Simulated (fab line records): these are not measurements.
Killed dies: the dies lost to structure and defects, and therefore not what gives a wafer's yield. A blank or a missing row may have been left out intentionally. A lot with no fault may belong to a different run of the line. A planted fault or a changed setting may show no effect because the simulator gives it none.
Which tool did it? + flow n5 finfet + 24 lots, 72 wafers sampled, at 6 steps of a route of 1938

## WHAT THE GAUGES READ, wafer by wafer
N5_BEOL_M4_THK_MEAS_53: measures by xrf.
| lot  | measured     | on            | M4_THK (nm)    |
|------|--------------|---------------|----------------|
| L074 | day 8 15:47  | film metro-02 | 40.0 41.2 39.8 |
| L076 | day 8 23:23  | film metro-01 | 40.1 38.8 38.8 |
| L075 | day 8 23:46  | film metro-02 | 39.8 42.0 41.3 |
| L077 | day 9 06:01  | film metro-02 | 40.5 40.8 42.1 |
| L078 | day 9 06:29  | film metro-01 | 42.5 41.4 41.6 |
| L079 | day 9 15:10  | film metro-01 | 39.4 40.3 39.8 |
| L080 | day 9 23:08  | film metro-01 | 42.2 40.6 39.7 |
| L081 | day 10 09:01 | film metro-02 | 41.5 41.9 42.7 |
| L083 | day 10 14:26 | film metro-02 | 40.1 41.3 39.1 |
| L082 | day 10 17:11 | film metro-02 | 40.6 40.5 40.5 |
| L084 | day 10 19:50 | film metro-02 | 40.8 41.8 41.0 |
| L086 | day 11 00:52 | film metro-01 | 40.7 40.6 41.5 |
| L087 | day 11 18:48 | film metro-01 | 39.3 40.1 39.2 |
| L085 | day 11 23:03 | film metro-01 | 39.3 42.3 41.6 |
| L088 | day 12 01:55 | film metro-02 | 39.1 39.7 40.9 |
| L089 | day 12 05:08 | film metro-01 | 42.0 42.5 42.3 |
| L090 | day 12 05:12 | film metro-02 | 40.5 40.6 39.5 |
| L091 | day 12 10:15 | film metro-01 | 41.0 41.2 40.8 |
| L092 | day 13 03:15 | film metro-01 | 40.0 39.7 40.5 |
| L094 | day 13 11:17 | film metro-02 | 41.1 38.4 39.6 |
| L093 | day 13 13:54 | film metro-01 | 41.0 42.6 40.4 |
| L095 | day 13 19:52 | film metro-01 | 41.2 40.2 40.3 |
| L097 | day 13 21:08 | film metro-02 | 40.9 38.5 40.6 |
| L096 | day 14 03:56 | film metro-02 | 39.3 41.1 39.3 |

N5_BEOL_M5_INSPECT_30: inspects for defects (brightfield).
| lot  | measured     | on                | raw defect count |
|------|--------------|-------------------|------------------|
| L074 | day 8 19:21  | defect inspect-01 | 414 473 365      |
| L076 | day 9 03:00  | defect inspect-01 | 538 455 361      |
| L075 | day 9 05:08  | defect inspect-02 | 533 367 476      |
| L077 | day 9 10:29  | defect inspect-02 | 361 436 577      |
| L078 | day 9 11:08  | defect inspect-01 | 260 304 321      |
| L079 | day 9 22:12  | defect inspect-02 | 315 312 531      |
| L080 | day 10 04:37 | defect inspect-01 | 342 389 413      |
| L081 | day 10 14:34 | defect inspect-02 | 326 475 317      |
| L083 | day 10 18:47 | defect inspect-01 | 452 484 498      |
| L082 | day 11 00:24 | defect inspect-01 | 452 442 525      |
| L084 | day 11 03:58 | defect inspect-01 | 272 406 336      |
| L086 | day 11 07:04 | defect inspect-01 | 452 663 497      |
| L087 | day 12 00:58 | defect inspect-02 | 347 355 321      |
| L085 | day 12 04:20 | defect inspect-02 | 313 372 350      |
| L088 | day 12 09:26 | defect inspect-02 | 306 473 282      |
| L089 | day 12 11:35 | defect inspect-02 | 369 501 356      |
| L090 | day 12 12:04 | defect inspect-02 | 327 329 521      |
| L091 | day 12 17:40 | defect inspect-02 | 316 424 293      |
| L092 | day 13 07:49 | defect inspect-02 | 314 345 411      |
| L094 | day 13 18:07 | defect inspect-01 | 337 362 499      |
| L093 | day 13 18:17 | defect inspect-01 | 458 410 542      |
| L095 | day 14 03:41 | defect inspect-01 | 487 454 429      |
| L097 | day 14 03:31 | defect inspect-01 | 409 314 380      |
| L096 | day 14 14:06 | defect inspect-01 | 540 449 707      |

N5_BEOL_M5_CD_MEAS_35: target cd 28 nm, target cd y 24 nm.
| lot  | measured     | on        | cd nm (nm)        |
|------|--------------|-----------|-------------------|
| L074 | day 8 20:04  | cd sem-02 | 28.40 28.37 28.25 |
| L076 | day 9 03:37  | cd sem-01 | 28.15 28.71 27.95 |
| L075 | day 9 05:46  | cd sem-02 | 28.16 27.88 28.42 |
| L077 | day 9 11:05  | cd sem-01 | 28.05 27.67 28.20 |
| L078 | day 9 11:45  | cd sem-01 | 28.15 27.72 27.73 |
| L079 | day 9 23:02  | cd sem-02 | 28.28 28.50 27.99 |
| L080 | day 10 05:38 | cd sem-01 | 28.21 27.79 27.98 |
| L081 | day 10 15:10 | cd sem-01 | 28.22 27.84 27.83 |
| L083 | day 10 19:23 | cd sem-02 | 28.71 28.19 28.72 |
| L082 | day 11 01:16 | cd sem-02 | 28.06 28.14 27.76 |
| L084 | day 11 04:35 | cd sem-02 | 28.61 28.07 28.22 |
| L086 | day 11 07:40 | cd sem-01 | 28.04 28.31 28.11 |
| L087 | day 12 01:34 | cd sem-03 | 28.55 28.63 28.22 |
| L085 | day 12 04:57 | cd sem-02 | 27.63 27.80 28.10 |
| L088 | day 12 10:08 | cd sem-02 | 27.61 27.84 27.80 |
| L089 | day 12 12:13 | cd sem-01 | 28.00 28.24 28.50 |
| L090 | day 12 12:40 | cd sem-01 | 28.00 27.56 28.05 |
| L091 | day 12 18:19 | cd sem-01 | 27.53 27.81 27.78 |
| L092 | day 13 08:26 | cd sem-01 | 28.56 28.51 28.16 |
| L094 | day 13 18:44 | cd sem-01 | 28.13 27.70 28.11 |
| L093 | day 13 19:07 | cd sem-02 | 28.02 28.10 28.55 |
| L095 | day 14 04:34 | cd sem-02 | 28.38 28.61 28.53 |
| L097 | day 14 04:33 | cd sem-01 | 28.04 27.99 28.42 |
| L096 | day 14 14:43 | cd sem-01 | 27.77 28.20 27.75 |

## WHICH TOOL RAN EACH LOT (tool, then ch and the chambers of the sampled wafers, then the start)
| lot  | N5_BEOL_M4_CO_CAP_55             | N5_BEOL_M5_ETCH_72                 | N5_BEOL_M5_ETCH_67                 |
|------|----------------------------------|------------------------------------|------------------------------------|
| L074 | cvd co-02 ch 0,1,2, day 8 15:52  | rie diel-04 ch 0,1, day 8 18:26    | rie diel-04 ch 0,1,3, day 8 19:33  |
| L076 | cvd co-02 ch 0,2, day 8 23:29    | rie diel-04 ch 0,2,3, day 9 02:07  | rie diel-03 ch 0,1,2, day 9 03:05  |
| L075 | cvd co-02 ch 0,2, day 8 23:53    | rie diel-04 ch 0,1,3, day 9 02:51  | rie diel-04 ch 0,1, day 9 05:13    |
| L077 | cvd co-02 ch 0, day 9 06:07      | rie diel-06 ch 0,1,3, day 9 09:41  | rie diel-04 ch 0,1, day 9 10:34    |
| L078 | cvd co-02 ch 0,2, day 9 06:37    | rie diel-04 ch 0,1,2, day 9 10:12  | rie diel-06 ch 0,1, day 9 11:13    |
| L079 | cvd co-01 ch 0,1,2, day 9 15:15  | rie diel-04 ch 0,1,2, day 9 20:01  | rie diel-06 ch 2,3, day 9 22:31    |
| L080 | cvd co-02 ch 0,2, day 9 23:13    | rie diel-04 ch 0,2, day 10 03:41   | rie diel-03 ch 1,2, day 10 05:07   |
| L081 | cvd co-02 ch 0,1,2, day 10 09:05 | rie diel-04 ch 0,2,3, day 10 13:34 | rie diel-04 ch 0,1, day 10 14:38   |
| L083 | cvd co-02 ch 0,1,2, day 10 14:32 | rie diel-04 ch 2,3, day 10 17:29   | rie diel-03 ch 1,2, day 10 18:52   |
| L082 | cvd co-01 ch 0,2, day 10 17:17   | rie diel-03 ch 2,3, day 10 20:29   | rie diel-06 ch 0,1,2, day 11 00:44 |
| L084 | cvd co-02 ch 0,1,2, day 10 19:56 | rie diel-03 ch 0,1,2, day 11 01:28 | rie diel-04 ch 1,2,3, day 11 04:02 |
| L086 | cvd co-01 ch 0,1,2, day 11 00:56 | rie diel-03 ch 0,1,2, day 11 05:25 | rie diel-04 ch 1,2,3, day 11 07:09 |
| L087 | cvd co-02 ch 0,1,2, day 11 18:53 | rie diel-06 ch 2,3, day 11 22:40   | rie diel-06 ch 2,3, day 12 01:02   |
| L085 | cvd co-02 ch 0,1,2, day 11 23:10 | rie diel-06 ch 0,1, day 12 02:25   | rie diel-03 ch 0,2,3, day 12 04:26 |
| L088 | cvd co-01 ch 0,1,2, day 12 01:59 | rie diel-06 ch 1,3, day 12 05:29   | rie diel-04 ch 0,1,3, day 12 09:36 |
| L089 | cvd co-01 ch 0,1, day 12 05:16   | rie diel-04 ch 0,2,3, day 12 10:33 | rie diel-03 ch 0,1, day 12 11:41   |
| L090 | cvd co-01 ch 0,2, day 12 05:22   | rie diel-04 ch 1,2,3, day 12 11:04 | rie diel-03 ch 0,2, day 12 12:09   |
| L091 | cvd co-02 ch 0,2, day 12 10:20   | rie diel-04 ch 1,3, day 12 13:29   | rie diel-06 ch 1,2, day 12 17:47   |
| L092 | cvd co-02 ch 0,2, day 13 03:20   | rie diel-04 ch 0,3, day 13 06:24   | rie diel-04 ch 0,1,2, day 13 07:54 |
| L094 | cvd co-01 ch 0,1,2, day 13 11:24 | rie diel-06 ch 0,1,3, day 13 14:36 | rie diel-06 ch 1,2,3, day 13 18:12 |
| L093 | cvd co-01 ch 0,1, day 13 13:59   | rie diel-03 ch 1,2,3, day 13 16:53 | rie diel-06 ch 1,2,3, day 13 18:35 |
| L095 | cvd co-01 ch 0,1,2, day 13 19:56 | rie diel-04 ch 0,2,3, day 14 00:26 | rie diel-04 ch 0,2, day 14 04:03   |
| L097 | cvd co-02 ch 0,1,2, day 13 21:14 | rie diel-06 ch 0,2,3, day 14 01:13 | rie diel-06 ch 1,2,3, day 14 04:02 |
| L096 | cvd co-01 ch 0,1, day 14 04:01   | rie diel-03 ch 0,2, day 14 11:16   | rie diel-03 ch 0,3, day 14 14:11   |
- N5_BEOL_M4_CO_CAP_55: material Co, precursor CCTBA/H2, target thk 2 nm, time 102.1 s.
- N5_BEOL_M5_ETCH_72: etches underlayer in N2/H2, target depth 6.5 nm, time 5.2 s.
- N5_BEOL_M5_ETCH_67: etches SiARC in CF4, target depth 15.6 nm, time 26 s.

## WHAT THE TOOLS THEMSELVES READ (means of the sampled wafers that have a number; where no wafer has one, the mark that the record gives instead)
N5_BEOL_M4_CO_CAP_55.
| lot  | tool      | heater power w (W) |
|------|-----------|--------------------|
| L074 | cvd co-02 | 237                |
| L076 | cvd co-02 | 230                |
| L075 | cvd co-02 | 227                |
| L077 | cvd co-02 | 233                |
| L078 | cvd co-02 | 232                |
| L079 | cvd co-01 | 214                |
| L080 | cvd co-02 | 231                |
| L081 | cvd co-02 | 239                |
| L083 | cvd co-02 | 239                |
| L082 | cvd co-01 | 221                |
| L084 | cvd co-02 | 239                |
| L086 | cvd co-01 | 215                |
| L087 | cvd co-02 | 239                |
| L085 | cvd co-02 | 237                |
| L088 | cvd co-01 | 216                |
| L089 | cvd co-01 | 207                |
| L090 | cvd co-01 | 222                |
| L091 | cvd co-02 | 230                |
| L092 | cvd co-02 | 231                |
| L094 | cvd co-01 | 214                |
| L093 | cvd co-01 | 224                |
| L095 | cvd co-01 | 214                |
| L097 | cvd co-02 | 242                |
| L096 | cvd co-01 | 222                |

N5_BEOL_M5_ETCH_72.
| lot  | tool        | drypump motor current A (A) | etch rf on time s (s) | oes product au (a.u.) | rf vpp V (V) | showerhead plenum p Torr (Torr) | throttle valve pct (%) |
|------|-------------|-----------------------------|-----------------------|-----------------------|--------------|---------------------------------|------------------------|
| L074 | rie diel-04 | 5.7                         | 5.10                  | 0.67                  | 526.4        | 2.60                            | 17.77                  |
| L076 | rie diel-04 | 5.9                         | 5.12                  | 0.76                  | 525.0        | 2.60                            | 17.65                  |
| L075 | rie diel-04 | 5.7                         | 5.12                  | 0.70                  | 525.4        | 2.61                            | 17.69                  |
| L077 | rie diel-06 | 5.9                         | 5.19                  | 0.61                  | 522.4        | 2.49                            | 18.07                  |
| L078 | rie diel-04 | 5.8                         | 5.06                  | 0.74                  | 524.9        | 2.58                            | 17.73                  |
| L079 | rie diel-04 | 5.8                         | 5.11                  | 0.73                  | 525.3        | 2.58                            | 17.74                  |
| L080 | rie diel-04 | 5.9                         | 5.16                  | 0.76                  | 523.4        | 2.53                            | 17.55                  |
| L081 | rie diel-04 | 5.9                         | 5.15                  | 0.75                  | 524.4        | 2.59                            | 17.66                  |
| L083 | rie diel-04 | 5.9                         | 5.07                  | 0.77                  | 527.4        | 2.63                            | 17.81                  |
| L082 | rie diel-03 | 5.7                         | 5.24                  | 0.74                  | 524.1        | 2.55                            | 17.79                  |
| L084 | rie diel-03 | 5.5                         | 5.21                  | 0.74                  | 524.5        | 2.57                            | 17.70                  |
| L086 | rie diel-03 | 5.6                         | 5.20                  | 0.73                  | 523.9        | 2.57                            | 17.71                  |
| L087 | rie diel-06 | 5.8                         | 5.23                  | 0.60                  | 520.9        | 2.43                            | 18.02                  |
| L085 | rie diel-06 | 5.8                         | 5.14                  | 0.61                  | 522.4        | 2.49                            | 18.27                  |
| L088 | rie diel-06 | 6.2                         | 5.16                  | 0.60                  | 521.2        | 2.42                            | 17.81                  |
| L089 | rie diel-04 | 5.9                         | 5.08                  | 0.74                  | 524.6        | 2.58                            | 17.70                  |
| L090 | rie diel-04 | 5.8                         | 5.12                  | 0.70                  | 525.9        | 2.63                            | 17.88                  |
| L091 | rie diel-04 | 5.7                         | 5.11                  | 0.66                  | 528.2        | 2.66                            | 17.84                  |
| L092 | rie diel-04 | 5.8                         | 5.13                  | 0.70                  | 524.3        | 2.55                            | 17.57                  |
| L094 | rie diel-06 | 5.9                         | 5.19                  | 0.60                  | 522.7        | 2.48                            | 18.11                  |
| L093 | rie diel-03 | 5.9                         | 5.30                  | 0.65                  | 524.3        | 2.51                            | 17.88                  |
| L095 | rie diel-04 | 5.9                         | 5.11                  | 0.72                  | 524.9        | 2.58                            | 17.71                  |
| L097 | rie diel-06 | 5.8                         | 5.24                  | 0.58                  | 521.8        | 2.48                            | 18.15                  |
| L096 | rie diel-03 | 5.5                         | 5.10                  | 0.76                  | 526.6        | 2.60                            | 17.57                  |

N5_BEOL_M5_ETCH_67.
| lot  | tool        | drypump motor current A (A) | etch rf on time s (s) | oes product au (a.u.) | rf vpp V (V) | showerhead plenum p Torr (Torr) | throttle valve pct (%) |
|------|-------------|-----------------------------|-----------------------|-----------------------|--------------|---------------------------------|------------------------|
| L074 | rie diel-04 | 5.7                         | 25.3                  | 0.71                  | 184.2        | 2.19                            | 15.45                  |
| L076 | rie diel-03 | 5.6                         | 26.1                  | 0.67                  | 184.3        | 2.17                            | 15.58                  |
| L075 | rie diel-04 | 5.7                         | 25.8                  | 0.71                  | 183.8        | 2.15                            | 15.38                  |
| L077 | rie diel-04 | 5.7                         | 25.4                  | 0.72                  | 183.6        | 2.14                            | 15.39                  |
| L078 | rie diel-06 | 5.8                         | 26.1                  | 0.63                  | 184.4        | 2.11                            | 15.92                  |
| L079 | rie diel-06 | 5.7                         | 26.8                  | 0.61                  | 182.6        | 2.05                            | 15.70                  |
| L080 | rie diel-03 | 5.7                         | 26.6                  | 0.66                  | 183.3        | 2.14                            | 15.61                  |
| L081 | rie diel-04 | 5.7                         | 25.9                  | 0.66                  | 184.1        | 2.18                            | 15.59                  |
| L083 | rie diel-03 | 5.4                         | 26.0                  | 0.72                  | 184.4        | 2.16                            | 15.54                  |
| L082 | rie diel-06 | 5.6                         | 26.1                  | 0.61                  | 184.1        | 2.11                            | 15.97                  |
| L084 | rie diel-04 | 5.8                         | 25.4                  | 0.71                  | 185.0        | 2.22                            | 15.57                  |
| L086 | rie diel-04 | 5.8                         | 25.6                  | 0.71                  | 184.7        | 2.22                            | 15.57                  |
| L087 | rie diel-06 | 5.8                         | 26.3                  | 0.61                  | 182.5        | 2.05                            | 15.75                  |
| L085 | rie diel-03 | 5.8                         | 25.7                  | 0.75                  | 183.8        | 2.14                            | 15.44                  |
| L088 | rie diel-04 | 5.7                         | 25.8                  | 0.68                  | 184.5        | 2.19                            | 15.51                  |
| L089 | rie diel-03 | 5.7                         | 25.8                  | 0.73                  | 184.1        | 2.17                            | 15.34                  |
| L090 | rie diel-03 | 5.3                         | 25.9                  | 0.76                  | 184.8        | 2.18                            | 15.39                  |
| L091 | rie diel-06 | 5.8                         | 26.1                  | 0.63                  | 183.4        | 2.06                            | 15.87                  |
| L092 | rie diel-04 | 5.8                         | 25.3                  | 0.70                  | 184.8        | 2.16                            | 15.52                  |
| L094 | rie diel-06 | 5.9                         | 26.2                  | 0.60                  | 182.4        | 2.04                            | 15.75                  |
| L093 | rie diel-06 | 5.9                         | 26.3                  | 0.61                  | 183.0        | 2.04                            | 15.75                  |
| L095 | rie diel-04 | 5.9                         | 25.2                  | 0.72                  | 183.7        | 2.12                            | 15.35                  |
| L097 | rie diel-06 | 5.9                         | 26.4                  | 0.60                  | 183.3        | 2.04                            | 15.75                  |
| L096 | rie diel-03 | 6.3                         | 26.2                  | 0.69                  | 183.1        | 2.10                            | 15.53                  |

## THE ANSWER, worked out from the rows above alone
Rule: what is usual is taken from the lots themselves. Put in order of their means at a reading, lots are off if they are a third of the lots or fewer, leave a main group of 4 or more, and stand apart from it by a gap of 3 or more times the standard deviation of the main group's means; of several such gaps the widest counts. The tables above print the reading to a certain number of digits; a main group whose means all agree to those digits is not used. Also off: a lot with no number at a reading for which 4 or more lots have one. Where the step has rows for the other lots, those lots are counted as sound. The gauges are gone through in route order, then the tools' own readings, and for those a lot's mean is taken as printed above. At the first step where some lot is off, the reading lying furthest off is the one used; lots without a number count as furthest.
No lot is off on any of the readings shown, so nothing can be concluded from this.

## WHAT THE SIMULATOR HAD INSERTED
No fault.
